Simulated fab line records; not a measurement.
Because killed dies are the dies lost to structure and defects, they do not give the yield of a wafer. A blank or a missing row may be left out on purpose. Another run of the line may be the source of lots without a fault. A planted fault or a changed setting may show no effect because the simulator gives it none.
The tool behind it: which one?    flow n5Finfet    9 lots with 27 wafers sampled at 7 steps, on a route of 1938 steps

== WHAT THE GAUGES SHOWED, per wafer ==
N5_FIN_SAQP_THK_MEAS_07.
lot   measured     on            thkNm (nm)
L602  day 2 03:46  filmMetro-02  59.3 59.8 60.6
L603  day 2 09:28  filmMetro-02  59.6 60.2 60.0
L607  day 3 09:12  filmMetro-01  59.5 61.5 60.9
L615  day 5 11:23  filmMetro-01  59.7 60.3 60.8
L616  day 5 15:13  filmMetro-02  59.3 95.5 60.3
L621  day 6 21:19  filmMetro-02  94.8 60.0 95.2
L622  day 7 02:46  filmMetro-02  59.3 93.4 94.2
L623  day 7 10:17  filmMetro-01  59.4 59.5 60.5
L624  day 7 15:10  filmMetro-02  59.9 59.6 60.2

N5_FIN_SAQP_INSPECT_40: inspects for defects (brightfield).
lot   measured     on                rawDefectCount
L602  day 2 09:18  defectInspect-02  272 299 257
L603  day 2 15:05  defectInspect-02  220 181 183
L607  day 3 14:13  defectInspect-01  254 295 321
L615  day 5 16:41  defectInspect-02  151 149 182
L616  day 5 21:07  defectInspect-02  198 2067 258
L621  day 7 02:16  defectInspect-02  1843 175 1702
L622  day 7 08:48  defectInspect-01  203 1844 1975
L623  day 7 15:55  defectInspect-01  193 178 249
L624  day 7 20:25  defectInspect-02  173 309 200

== EACH LOT AND THE TOOL THAT RAN IT (in order: tool; ch and the chambers of the sampled wafers; start) ==
lot   N5_PMOS_HMC_CHANNEL_EPI_STRIP_33  N5_FIN_SAQP_PECVD_48            N5_FIN_SAQP_PECVD_06            N5_FIN_SAQP_HM_DEP_72         N5_FIN_SAQP_MANDREL_ETCH_22
L602  rieDiel-05 ch 1,2, day 1 23:57    pecvd-04 ch 0,1,2, day 2 03:38  pecvd-04 ch 0,1,2, day 2 03:40  pecvd-02 ch 0,1, day 2 03:47  rieSi-02 ch 0,1,3, day 2 04:31
L603  rieDiel-01 ch 1,3, day 2 05:35    pecvd-03 ch 1,2, day 2 09:20    pecvd-03 ch 1,2, day 2 09:22    pecvd-02 ch 0,1, day 2 09:29  rieSi-02 ch 0,2, day 2 10:21
L607  rieDiel-06 ch 0,3, day 3 05:20    pecvd-02 ch 1,2, day 3 09:04    pecvd-02 ch 1,2, day 3 09:07    pecvd-04 ch 1,2, day 3 09:16  rieSi-02 ch 0,2,3, day 3 10:11
L615  rieDiel-01 ch 0,1,3, day 5 06:18  pecvd-04 ch 0,2, day 5 11:12    pecvd-04 ch 0,2, day 5 11:16    pecvd-03 ch 1,2, day 5 11:25  rieSi-02 ch 0,1,3, day 5 12:10
L616  rieDiel-01 ch 0,1,2, day 5 11:22  pecvd-04 ch 0,1,2, day 5 15:05  pecvd-04 ch 0,1,2, day 5 15:08  pecvd-02 ch 1,2, day 5 15:16  rieSi-02 ch 0,1, day 5 16:14
L621  rieDiel-06 ch 1,2,3, day 6 17:38  pecvd-04 ch 0,1, day 6 21:11    pecvd-04 ch 0,1, day 6 21:13    pecvd-02 ch 0,1, day 6 21:21  rieSi-06 ch 0,3, day 6 22:11
L622  rieDiel-01 ch 0,1,3, day 6 23:14  pecvd-04 ch 0,1, day 7 02:38    pecvd-04 ch 0,1, day 7 02:41    pecvd-03 ch 0,2, day 7 02:48  rieSi-06 ch 1,2,3, day 7 04:47
L623  rieDiel-06 ch 2,3, day 7 06:32    pecvd-02 ch 0,1,2, day 7 10:09  pecvd-02 ch 0,1,2, day 7 10:11  pecvd-04 ch 0,1, day 7 10:19  rieSi-06 ch 0,1,3, day 7 11:04
L624  rieDiel-06 ch 0,1, day 7 11:34    pecvd-02 ch 0,2, day 7 15:02    pecvd-02 ch 0,2, day 7 15:04    pecvd-04 ch 0,1, day 7 15:12  rieSi-02 ch 0,1,2, day 7 16:11
- N5_PMOS_HMC_CHANNEL_EPI_STRIP_33: strips in N2/H2.
- N5_FIN_SAQP_PECVD_48: deposits SiNx from SiH4/NH3/N2, target thk 25 nm, time 22.1 s.
- N5_FIN_SAQP_PECVD_06: deposits a-Si from SiH4/He, target thk 60 nm, time 48.1 s.
- N5_FIN_SAQP_HM_DEP_72: deposits SiO2 from SiH4/N2O, target thk 12 nm, time 7.2 s.
- N5_FIN_SAQP_MANDREL_ETCH_22: etches a-Si in HBr/Cl2, stops on SiNx, target depth 60 nm, bt time 10 s, time 30 s.

== WHAT THE TOOLS THEMSELVES READ (means of the sampled wafers that have a number; where no wafer has one, the mark that the record gives instead) ==
N5_PMOS_HMC_CHANNEL_EPI_STRIP_33.
lot   tool        drypumpMotorCurrentA (A)  oesProductAu (a.u.)  rfVppV (V)  showerheadPlenumPTorr (Torr)  tempC (C)  throttleValvePct (%)
L602  rieDiel-05  5.9                       0.74                 55.5        3.30                          39.97      18.6
L603  rieDiel-01  5.9                       0.77                 53.8        3.50                          40.09      18.7
L607  rieDiel-06  5.8                       0.80                 53.4        3.34                          39.97      19.2
L615  rieDiel-01  5.8                       0.80                 54.8        3.51                          40.00      18.6
L616  rieDiel-01  6.1                       0.80                 55.0        3.43                          39.81      18.5
L621  rieDiel-06  6.2                       0.82                 53.8        3.39                          39.89      19.0
L622  rieDiel-01  5.9                       0.78                 53.5        3.51                          39.90      18.6
L623  rieDiel-06  6.3                       0.77                 53.7        3.38                          40.05      19.1
L624  rieDiel-06  5.5                       0.81                 54.1        3.34                          40.06      19.0

N5_FIN_SAQP_PECVD_48.
lot   tool      heaterPowerW (W)  showerheadPlenumPTorr (Torr)  throttleValvePct (%)
L602  pecvd-04  803               5.12                          39.7
L603  pecvd-03  694               5.14                          41.4
L607  pecvd-02  763               5.15                          37.6
L615  pecvd-04  838               5.12                          40.5
L616  pecvd-04  770               5.13                          39.9
L621  pecvd-04  874               5.12                          39.8
L622  pecvd-04  827               5.13                          39.9
L623  pecvd-02  803               5.14                          38.1
L624  pecvd-02  787               5.15                          38.2

N5_FIN_SAQP_PECVD_06.
lot   tool      heaterPowerW (W)  showerheadPlenumPTorr (Torr)  throttleValvePct (%)
L602  pecvd-04  779               5.66                          18.1
L603  pecvd-03  779               5.67                          18.9
L607  pecvd-02  883               5.68                          17.2
L615  pecvd-04  879               5.65                          18.4
L616  pecvd-04  813               5.66                          18.3
L621  pecvd-04  932               5.65                          18.0
L622  pecvd-04  943               5.66                          18.3
L623  pecvd-02  827               5.67                          17.3
L624  pecvd-02  879               5.66                          17.4

N5_FIN_SAQP_HM_DEP_72.
lot   tool      heaterPowerW (W)  showerheadPlenumPTorr (Torr)
L602  pecvd-02  729               8.14
L603  pecvd-02  682               8.17
L607  pecvd-04  749               8.14
L615  pecvd-03  654               8.26
L616  pecvd-02  742               8.17
L621  pecvd-02  774               8.17
L622  pecvd-03  746               8.18
L623  pecvd-04  842               8.10
L624  pecvd-04  802               8.12

N5_FIN_SAQP_MANDREL_ETCH_22.
lot   tool      drypumpMotorCurrentA (A)  oesProductAu (a.u.)  throttleValvePct (%)
L602  rieSi-02  6.2                       0.753                35.3
L603  rieSi-02  6.2                       0.774                35.7
L607  rieSi-02  6.1                       0.770                35.5
L615  rieSi-02  6.2                       0.766                35.3
L616  rieSi-02  6.3                       0.831                35.3
L621  rieSi-06  5.9                       0.923                34.8
L622  rieSi-06  5.9                       0.924                34.8
L623  rieSi-06  5.9                       0.771                35.0
L624  rieSi-02  5.9                       0.772                35.4

== THE ANSWER, worked out from the rows above alone ==
Rule: usual is defined by the lots themselves. The widest of any qualifying gaps counts: lots, ordered by their means at a reading, are off when they make up no more than a third of the lots, leave a main group of 4 or more, and stand apart from it by 3 or more times the standard deviation of that group's means. A main group whose means are all the same, to the digits that the tables above print for the reading, isn't used. Also off: a lot with no number at a reading for which 4 or more lots have one. Where the step has rows for the other lots, those lots are counted as sound. Order of review: gauges by route order, followed by the tools' own readings, for which a lot's mean as printed above is used. At the first step where some lot is off, the reading lying furthest off is the one used; lots without a number count as furthest.
Off: L616, L621, L622 (N5_FIN_SAQP_THK_MEAS_07, thkNm). The main group has a mean of 60.1 nm with a standard deviation of 0.29.
If a tool, at a process step before that reading, ran all the lots that are off and no sound lot after the first of them, it fits. Not tried: the gauges at N5_FIN_SAQP_THK_MEAS_07; whatever is off there is also off at N5_FIN_SAQP_INSPECT_40, on other tools, and gauge error can't account for it. One candidate fits, namely pecvd-04 at N5_FIN_SAQP_PECVD_48 and N5_FIN_SAQP_PECVD_06. At N5_FIN_SAQP_PECVD_48 its last sound lot is L615 (day 5 11:12), its first lot that is off L616 (day 5 15:05): a fault that began between those two fits.

== WHAT THE SIMULATOR HAD INSERTED ==
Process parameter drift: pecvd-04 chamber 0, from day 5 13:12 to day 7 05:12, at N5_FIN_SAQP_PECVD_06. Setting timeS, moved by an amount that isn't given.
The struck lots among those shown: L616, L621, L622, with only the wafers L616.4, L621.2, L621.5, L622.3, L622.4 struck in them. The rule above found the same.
